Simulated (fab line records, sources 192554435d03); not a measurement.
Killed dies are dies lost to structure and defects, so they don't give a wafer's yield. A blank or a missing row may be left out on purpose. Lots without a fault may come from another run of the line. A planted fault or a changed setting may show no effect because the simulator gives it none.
Which tool did it? | flow n5_finfet | 24 lots, 72 wafers sampled, at 6 steps of a route of 1938

WHAT THE GAUGES READ, wafer by wafer
N5_BEOL_M13_OVL_MEAS_29. Usual: M13_OVL -1 nm, standard deviation 4.7.
lot  | measured     | on         | M13_OVL (nm) | flag
L076 | day 11 12:28 | overlay-02 | 0 1 -4       |
L075 | day 11 14:04 | overlay-02 | -1 1 -1      |
L074 | day 11 17:18 | overlay-01 | -2 6 1       |
L077 | day 11 23:41 | overlay-02 | -12 -6 -4    |
L078 | day 12 05:25 | overlay-01 | -7 -2 5      |
L079 | day 12 09:50 | overlay-01 | -3 -2 -6     |
L080 | day 12 19:01 | overlay-01 | -1 -2 -3     |
L082 | day 12 21:16 | overlay-01 | 4 2 4        |
L081 | day 12 22:07 | overlay-02 | 1 -8 0       |
L083 | day 13 03:25 | overlay-02 | -1 3 -1      |
L084 | day 13 04:22 | overlay-02 | 3 1 -2       |
L085 | day 14 04:19 | overlay-01 | 4 1 3        |
L086 | day 14 11:56 | overlay-02 | 6 5 8        |
L088 | day 14 20:17 | overlay-02 | -3 -9 -12    |
L087 | day 14 20:28 | overlay-01 | -1 -9 -3     |
L089 | day 15 04:55 | overlay-02 | 0 4 -2       |
L090 | day 15 10:38 | overlay-01 | 0 4 -1       |
L091 | day 15 12:50 | overlay-01 | 4 3 5        |
L092 | day 15 19:49 | overlay-01 | -6 -7 -6     |
L094 | day 16 06:50 | overlay-01 | -10 -8 -7    |
L093 | day 16 07:37 | overlay-02 | -2 0 -2      |
L095 | day 16 18:11 | overlay-02 | 8 4 9        |
L097 | day 16 20:37 | overlay-01 | -1 -5 -12    |
L096 | day 16 21:22 | overlay-02 | -6 -6 6      |

N5_BEOL_M13_THK_MEAS_50: measures by xrf. Usual: M13_THK 413 nm, standard deviation 9.1.
lot  | measured     | on            | M13_THK (nm) | flag
L076 | day 11 15:58 | film_metro-01 | 422 416 413  |
L075 | day 11 17:20 | film_metro-01 | 404 410 410  |
L074 | day 11 20:43 | film_metro-01 | 411 420 413  |
L077 | day 12 02:46 | film_metro-02 | 413 406 403  |
L078 | day 12 11:22 | film_metro-02 | 427 422 422  |
L079 | day 12 12:28 | film_metro-01 | 427 401 403  |
L080 | day 12 21:29 | film_metro-02 | 404 406 406  |
L082 | day 13 01:11 | film_metro-02 | 405 402 408  |
L081 | day 13 02:21 | film_metro-01 | 424 423 420  |
L083 | day 13 09:22 | film_metro-02 | 425 420 429  |
L084 | day 13 10:56 | film_metro-01 | 417 419 404  |
L085 | day 14 10:34 | film_metro-02 | 415 411 414  |
L086 | day 14 18:04 | film_metro-01 | 408 408 409  |
L088 | day 15 00:24 | film_metro-01 | 430 425 400  |
L087 | day 15 03:31 | film_metro-01 | 416 408 411  |
L089 | day 15 08:19 | film_metro-01 | 426 392 398  |
L090 | day 15 13:17 | film_metro-01 | 414 414 412  |
L091 | day 15 19:19 | film_metro-01 | 405 403 404  |
L092 | day 15 23:25 | film_metro-01 | 401 411 407  |
L094 | day 16 10:22 | film_metro-01 | 406 402 410  |
L093 | day 16 12:15 | film_metro-01 | 420 414 426  |
L095 | day 16 23:07 | film_metro-02 | 424 429 409  |
L097 | day 17 01:25 | film_metro-02 | 418 414 425  |
L096 | day 17 01:38 | film_metro-01 | 421 407 421  |

N5_BEOL_M13_INSPECT_55: inspects for defects (darkfield). Usual: raw_defect_count 72, standard deviation 23.
lot  | measured     | on                | raw_defect_count | flag
L076 | day 11 16:07 | defect_inspect-02 | 91 66 70         |
L075 | day 11 17:29 | defect_inspect-02 | 77 105 114       |
L074 | day 11 20:52 | defect_inspect-02 | 65 50 64         |
L077 | day 12 02:58 | defect_inspect-01 | 109 48 33        |
L078 | day 12 11:32 | defect_inspect-02 | 56 39 44         |
L079 | day 12 12:37 | defect_inspect-01 | 62 56 49         |
L080 | day 12 21:39 | defect_inspect-02 | 90 89 52         |
L082 | day 13 01:21 | defect_inspect-02 | 55 87 78         |
L081 | day 13 02:32 | defect_inspect-01 | 44 42 45         |
L083 | day 13 09:31 | defect_inspect-01 | 69 50 76         |
L084 | day 13 11:06 | defect_inspect-01 | 114 77 112       |
L085 | day 14 10:43 | defect_inspect-02 | 47 65 68         |
L086 | day 14 18:13 | defect_inspect-01 | 53 75 67         |
L088 | day 15 00:34 | defect_inspect-01 | 76 70 95         |
L087 | day 15 03:43 | defect_inspect-01 | 49 76 95         |
L089 | day 15 08:29 | defect_inspect-02 | 172 66 97        |
L090 | day 15 13:26 | defect_inspect-02 | 67 66 106        |
L091 | day 15 19:28 | defect_inspect-01 | 45 75 79         |
L092 | day 15 23:34 | defect_inspect-02 | 78 100 46        |
L094 | day 16 10:32 | defect_inspect-01 | 105 68 67        |
L093 | day 16 12:24 | defect_inspect-01 | 86 48 88         |
L095 | day 16 23:16 | defect_inspect-01 | 87 94 65         |
L097 | day 17 01:34 | defect_inspect-02 | 41 54 98         |
L096 | day 17 01:47 | defect_inspect-02 | 39 52 43         |

N5_BEOL_M14_INSPECT_30: inspects for defects (macro). Usual: raw_defect_count 2.0, standard deviation 1.2.
lot  | measured     | on                | raw_defect_count | flag
L076 | day 11 17:52 | defect_inspect-02 | 4 1 3            |
L075 | day 11 20:06 | defect_inspect-02 | 2 2 1            |
L074 | day 11 22:26 | defect_inspect-02 | 3 1 2            |
L077 | day 12 04:39 | defect_inspect-01 | 1 1 2            |
L078 | day 12 13:15 | defect_inspect-02 | 1 1 2            |
L079 | day 12 14:14 | defect_inspect-02 | 4 2 3            |
L080 | day 12 23:05 | defect_inspect-01 | 2 1 3            |
L082 | day 13 03:16 | defect_inspect-02 | 1 2 2            |
L081 | day 13 04:10 | defect_inspect-01 | 1 3 0            |
L083 | day 13 11:34 | defect_inspect-01 | 3 1 4            |
L084 | day 13 13:05 | defect_inspect-01 | 6 1 3            |
L085 | day 14 12:25 | defect_inspect-02 | 0 2 3            |
L086 | day 14 19:53 | defect_inspect-02 | 1 3 2            |
L088 | day 15 02:07 | defect_inspect-02 | 2 4 1            |
L087 | day 15 05:17 | defect_inspect-01 | 2 2 2            |
L089 | day 15 10:10 | defect_inspect-02 | 1 3 1            |
L090 | day 15 14:53 | defect_inspect-01 | 3 1 3            |
L091 | day 15 21:02 | defect_inspect-02 | 2 0 2            |
L092 | day 16 01:23 | defect_inspect-01 | 2 1 0            |
L094 | day 16 11:58 | defect_inspect-02 | 1 0 1            |
L093 | day 16 13:50 | defect_inspect-02 | 3 2 4            |
L095 | day 17 00:50 | defect_inspect-01 | 4 0 4            |
L097 | day 17 03:19 | defect_inspect-02 | 3 0 3            |
L096 | day 17 03:30 | defect_inspect-02 | 2 4 1            |

WHICH TOOL RAN EACH LOT (tool, then ch and the chambers of the sampled wafers, then the start)
lot  | N5_BEOL_M13_ETCH_67                | N5_BEOL_M14_STRIP_64
L076 | rie_diel-02 ch 2,3, day 11 12:33   | rie_diel-01 ch 0,1,2, day 11 17:52 or earlier
L075 | rie_diel-02 ch 2,3, day 11 14:10   | rie_diel-05 ch 1,2, day 11 20:06 or earlier
L074 | rie_diel-02 ch 0,2,3, day 11 17:24 | rie_diel-05 ch 1,3, day 11 22:26 or earlier
L077 | rie_diel-03 ch 0,1,3, day 11 23:46 | rie_diel-05 ch 0,2, day 12 04:39 or earlier
L078 | rie_diel-06 ch 0,3, day 12 05:31   | rie_diel-04 ch 1,2,3, day 12 13:15 or earlier
L079 | rie_diel-06 ch 2,3, day 12 09:56   | rie_diel-05 ch 1,2, day 12 14:14 or earlier
L080 | rie_diel-02 ch 2,3, day 12 19:09   | rie_diel-05 ch 0,1, day 12 23:05 or earlier
L082 | rie_diel-02 ch 0,2,3, day 12 21:22 | rie_diel-04 ch 0,1,3, day 13 03:16 or earlier
L081 | rie_diel-06 ch 1,3, day 12 22:13   | rie_diel-05 ch 2,3, day 13 04:10 or earlier
L083 | rie_diel-06 ch 0,3, day 13 03:34   | rie_diel-01 ch 0,1,2, day 13 11:34 or earlier
L084 | rie_diel-03 ch 1,2,3, day 13 04:28 | rie_diel-01 ch 0,2,3, day 13 13:05 or earlier
L085 | rie_diel-02 ch 2,3, day 14 04:25   | rie_diel-04 ch 0,2,3, day 14 12:25 or earlier
L086 | rie_diel-02 ch 2,3, day 14 12:02   | rie_diel-05 ch 1,2,3, day 14 19:53 or earlier
L088 | rie_diel-06 ch 0,2,3, day 14 20:23 | rie_diel-04 ch 2,3, day 15 02:07 or earlier
L087 | rie_diel-03 ch 0,1,2, day 14 20:44 | rie_diel-04 ch 0,1,3, day 15 05:17 or earlier
L089 | rie_diel-06 ch 2,3, day 15 05:00   | rie_diel-04 ch 0,2,3, day 15 10:10 or earlier
L090 | rie_diel-02 ch 0,3, day 15 10:44   | rie_diel-04 ch 1,2, day 15 14:53 or earlier
L091 | rie_diel-02 ch 1,2, day 15 12:55   | rie_diel-04 ch 0,1,2, day 15 21:02 or earlier
L092 | rie_diel-02 ch 0,1,3, day 15 19:55 | rie_diel-01 ch 0,1,2, day 16 01:23 or earlier
L094 | rie_diel-02 ch 0,1,2, day 16 06:56 | rie_diel-05 ch 1,2,3, day 16 11:58 or earlier
L093 | rie_diel-06 ch 0,1,3, day 16 07:42 | rie_diel-05 ch 0,1,2, day 16 13:50 or earlier
L095 | rie_diel-03 ch 0,1,3, day 16 18:46 | rie_diel-05 ch 0,3, day 17 00:50 or earlier
L097 | rie_diel-03 ch 0,3, day 16 21:19   | rie_diel-05 ch 0,2,3, day 17 03:19 or earlier
L096 | rie_diel-03 ch 0,1,2, day 16 22:19 | rie_diel-01 ch 0,1,3, day 17 03:30 or earlier
- N5_BEOL_M13_ETCH_67: etches SiARC in CF4, target depth 143 nm, time 238.3 s.
- N5_BEOL_M14_STRIP_64: strips in O2.

WHAT THE TOOLS THEMSELVES READ (means of the sampled wafers that have a number; where no wafer has one, the mark that the record gives instead)
N5_BEOL_M13_ETCH_67. Usual: drypump_motor_current_A 5.9 A, standard deviation 0.47; etch_rf_on_time_s 242 s, standard deviation 8.1; oes_product_au 0.69 a.u., standard deviation 0.064; rf_vpp_V 184.0 V, standard deviation 1.1; showerhead_plenum_p_Torr 2.14 Torr, standard deviation 0.058; throttle_valve_pct 15.57 %, standard deviation 0.29.
lot  | tool        | drypump_motor_current_A (A) | etch_rf_on_time_s (s) | oes_product_au (a.u.) | rf_vpp_V (V) | showerhead_plenum_p_Torr (Torr) | throttle_valve_pct (%) | flag
L076 | rie_diel-02 | 5.8                         | 239                   | 0.76                  | 183.2        | 2.10                            | 15.52                  |
L075 | rie_diel-02 | 5.8                         | 241                   | 0.75                  | 182.9        | 2.10                            | 15.50                  |
L074 | rie_diel-02 | 5.9                         | 240                   | 0.68                  | 184.4        | 2.14                            | 15.52                  |
L077 | rie_diel-03 | 5.9                         | 246                   | 0.66                  | 183.1        | 2.11                            | 15.66                  |
L078 | rie_diel-06 | 5.8                         | 236                   | 0.70                  | 184.0        | 2.20                            | 15.67                  |
L079 | rie_diel-06 | 5.3                         | 254                   | 0.64                  | 184.7        | 2.18                            | 15.82                  |
L080 | rie_diel-02 | 5.8                         | 242                   | 0.74                  | 182.9        | 2.09                            | 15.53                  |
L082 | rie_diel-02 | 5.9                         | 242                   | 0.67                  | 184.3        | 2.13                            | 15.56                  |
L081 | rie_diel-06 | 5.5                         | 235                   | 0.75                  | 183.3        | 2.15                            | 15.39                  |
L083 | rie_diel-06 | 5.8                         | 235                   | 0.69                  | 184.1        | 2.19                            | 15.69                  |
L084 | rie_diel-03 | 6.0                         | 245                   | 0.63                  | 184.2        | 2.14                            | 15.80                  |
L085 | rie_diel-02 | 5.8                         | 243                   | 0.73                  | 183.2        | 2.09                            | 15.55                  |
L086 | rie_diel-02 | 5.5                         | 242                   | 0.69                  | 182.9        | 2.09                            | 15.54                  |
L088 | rie_diel-06 | 5.6                         | 246                   | 0.65                  | 185.0        | 2.18                            | 15.78                  |
L087 | rie_diel-03 | 6.2                         | 239                   | 0.69                  | 183.5        | 2.10                            | 15.52                  |
L089 | rie_diel-06 | 5.4                         | 259                   | 0.62                  | 185.5        | 2.17                            | 15.87                  |
L090 | rie_diel-02 | 5.6                         | 237                   | 0.71                  | 184.1        | 2.12                            | 15.40                  |
L091 | rie_diel-02 | 6.4                         | 242                   | 0.67                  | 184.1        | 2.13                            | 15.53                  |
L092 | rie_diel-02 | 6.1                         | 240                   | 0.70                  | 183.5        | 2.14                            | 15.40                  |
L094 | rie_diel-02 | 6.3                         | 242                   | 0.71                  | 184.2        | 2.15                            | 15.43                  |
L093 | rie_diel-06 | 5.7                         | 232                   | 0.70                  | 184.7        | 2.16                            | 15.59                  |
L095 | rie_diel-03 | 5.9                         | 240                   | 0.69                  | 183.7        | 2.10                            | 15.56                  |
L097 | rie_diel-03 | 6.0                         | 239                   | 0.74                  | 183.7        | 2.10                            | 15.21                  |
L096 | rie_diel-03 | 6.2                         | 239                   | 0.68                  | 183.8        | 2.09                            | 15.56                  |

N5_BEOL_M14_STRIP_64. Usual: drypump_motor_current_A 5.5 A, standard deviation 0.38; oes_product_au 0.80 a.u., standard deviation 0.083; rf_vpp_V 3.7 V, standard deviation 0.49; showerhead_plenum_p_Torr 2.08 Torr, standard deviation 0.091; throttle_valve_pct 16.6 %, standard deviation 0.3.
lot  | tool        | drypump_motor_current_A (A) | oes_product_au (a.u.) | rf_vpp_V (V) | showerhead_plenum_p_Torr (Torr) | throttle_valve_pct (%) | flag
L076 | rie_diel-01 | 5.5                         | 0.81                  | 3.8          | 2.08                            | 16.6                   |
L075 | rie_diel-05 | 5.7                         | 0.75                  | 3.5          | 1.96                            | 17.0                   |
L074 | rie_diel-05 | 5.2                         | 0.71                  | 3.6          | 2.11                            | 16.7                   |
L077 | rie_diel-05 | 5.2                         | 0.71                  | 4.3          | 1.95                            | 16.9                   |
L078 | rie_diel-04 | 5.4                         | 0.89                  | 3.5          | 2.15                            | 16.4                   |
L079 | rie_diel-05 | 5.6                         | 0.75                  | 4.0          | 1.99                            | 16.7                   |
L080 | rie_diel-05 | 5.3                         | 0.73                  | 3.8          | 2.00                            | 16.6                   |
L082 | rie_diel-04 | 5.6                         | 0.88                  | 3.8          | 2.16                            | 16.3                   |
L081 | rie_diel-05 | 5.2                         | 0.87                  | 3.9          | 2.08                            | 16.7                   |
L083 | rie_diel-01 | 5.5                         | 0.80                  | 3.4          | 2.07                            | 16.6                   |
L084 | rie_diel-01 | 5.8                         | 0.78                  | 3.6          | 2.11                            | 16.7                   |
L085 | rie_diel-04 | 5.6                         | 0.84                  | 3.8          | 2.12                            | 16.4                   |
L086 | rie_diel-05 | 5.4                         | 0.80                  | 3.6          | 2.03                            | 16.7                   |
L088 | rie_diel-04 | 5.5                         | 0.85                  | 4.2          | 2.12                            | 16.5                   |
L087 | rie_diel-04 | 5.6                         | 0.84                  | 3.3          | 2.15                            | 16.4                   |
L089 | rie_diel-04 | 5.6                         | 0.83                  | 3.2          | 2.12                            | 16.5                   |
L090 | rie_diel-04 | 5.7                         | 0.87                  | 3.4          | 2.14                            | 16.6                   |
L091 | rie_diel-04 | 5.7                         | 0.85                  | 3.4          | 2.14                            | 16.5                   |
L092 | rie_diel-01 | 5.5                         | 0.77                  | 3.5          | 2.06                            | 16.7                   |
L094 | rie_diel-05 | 5.4                         | 0.77                  | 3.0          | 2.02                            | 16.7                   |
L093 | rie_diel-05 | 5.3                         | 0.80                  | 3.7          | 2.05                            | 16.7                   |
L095 | rie_diel-05 | 5.0                         | 0.89                  | 4.1          | 2.16                            | 16.4                   |
L097 | rie_diel-05 | 5.2                         | 0.84                  | 3.8          | 2.08                            | 16.7                   |
L096 | rie_diel-01 | 5.7                         | 0.83                  | 3.7          | 2.07                            | 16.6                   |

THE ANSWER, worked out from the rows above alone
Rule: a lot is off if the mean of its wafers that have a number lies more than 3 standard deviations from the usual mean. A lot without any number at a reading at which 4 lots or more have one is off too. The other lots that the step has rows for count as sound. The gauges are gone through in route order, then the tools' own readings, and for those a lot's mean is taken as printed above. The first step at which some lot is off is used, and at that step the reading that is off furthest; a lot without a number counts as furthest.
No lot is off at any reading shown: from this, nothing can be told.

WHAT THE SIMULATOR HAD PUT IN
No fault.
